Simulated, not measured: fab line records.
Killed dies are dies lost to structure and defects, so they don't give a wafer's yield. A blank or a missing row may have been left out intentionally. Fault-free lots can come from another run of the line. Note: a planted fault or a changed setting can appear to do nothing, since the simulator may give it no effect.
Matching of chambers -- flow n5Finfet -- 4 sister chambers for N5_BEOL_M8_ETCH_61 on rieDiel-06
The step etches SiARC in CF4, target depth 45.5 nm, time 75.8 s. 4 wafers are shown with their chamber, then 11 later ones without.

== WAFERS WITH THEIR CHAMBER ==
wafer,chamber,showerheadPlenumPTorr (Torr)
L081.2,0,2.26
L084.1,1,2.06
L085.6,3,2.24
L089.4,2,2.24

== WAFERS WHOSE CHAMBER IS MISSING ==
wafer,showerheadPlenumPTorr (Torr)
L089.5,2.05
L089.6,2.25
L090.3,2.23
L090.5,2.24
L090.6,2.05
L091.1,2.05
L091.4,2.23
L091.5,2.05
L097.1,2.23
L097.3,2.04
L097.5,2.25

== WHICH CHAMBER EACH WENT THROUGH ==
wafer,from the rows above,in truth
L089.5,1,1
L089.6,can't be placed: 0 or 2 or 3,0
L090.3,can't be placed: 2 or 3 or 0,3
L090.5,can't be placed: 2 or 3 or 0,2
L090.6,1,1
L091.1,1,1
L091.4,can't be placed: 2 or 3 or 0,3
L091.5,1,1
L097.1,can't be placed: 2 or 3 or 0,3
L097.3,1,1
L097.5,can't be placed: 0 or 2 or 3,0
5 of 11 placed correctly. Unplaceable from these rows: 6, with the true chamber sitting among the candidates in 6. Placed wrongly: 0.
How it was worked out, from the rows above alone: a wafer's distance from a chamber is the root of the sum, over the readings, of the square of ((its reading less the chamber's mean) divided by the reading's scatter). The wafer belongs to the nearest chamber; if the next one is less than 2 further off, it can't be placed. Each chamber's mean is taken over the wafers shown for it. The scatter: root of mean squared gap, hidden wafer to nearest shown wafer, with one shown wafer a chamber.
